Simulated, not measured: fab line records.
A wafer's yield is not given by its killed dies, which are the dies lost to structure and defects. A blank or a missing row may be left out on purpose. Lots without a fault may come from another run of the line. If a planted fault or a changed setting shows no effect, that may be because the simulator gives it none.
Chamber matching -- flow n5_finfet -- N5_GATE_CUT_STRIP_59 on rie_diel-03 has 4 sister chambers
The step strips in N2/H2, time 20 s. 8 wafers are shown with their chamber, then 10 later ones without.

## WAFERS, EACH WITH ITS CHAMBER
wafer,chamber,drypump_motor_current_A (A),throttle_valve_pct (%)
L086.2,0,5.4,12.47
L086.3,2,5.4,12.34
L086.4,1,6.0,12.75
L087.1,0,5.4,12.47
L087.2,3,5.5,12.60
L087.6,3,5.5,12.58
L091.3,2,5.3,12.39
L091.4,1,6.0,12.14

## WAFERS WHOSE CHAMBER IS MISSING
wafer,drypump_motor_current_A (A),throttle_valve_pct (%)
L091.6,5.3,12.39
L092.4,5.5,12.61
L092.5,5.9,12.16
L092.6,5.4,12.49
L095.1,5.4,12.43
L095.4,5.4,12.52
L095.5,5.4,12.49
L096.3,5.9,12.15
L096.5,5.5,12.64
L096.6,5.9,12.17

## EACH ONE'S CHAMBER
wafer,from the rows above,in truth
L091.6,can't be placed: 2 or 0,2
L092.4,3,3
L092.5,1,1
L092.6,can't be placed: 0 or 2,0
L095.1,can't be placed: 0 or 2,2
L095.4,can't be placed: 0 or 2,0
L095.5,can't be placed: 0 or 2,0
L096.3,1,1
L096.5,3,3
L096.6,1,1
Correctly placed: 5 of 10. From these rows, 5 cannot be placed; in 5 the true chamber is one of the candidates. 0 placed wrongly.
How it was worked out, from the rows above alone: a wafer's distance from a chamber is the root of the sum, over the readings, of the square of ((its reading less the chamber's mean) divided by the reading's scatter). If the next closest chamber is less than 2 further off than the closest, the wafer can't be placed; otherwise it belongs to the closest. Each chamber's mean is taken over the wafers shown for it. The scatter: take each reading less its chamber's mean, square it, sum over the shown wafers, divide by the number of wafers less the number of chambers, and take the root.
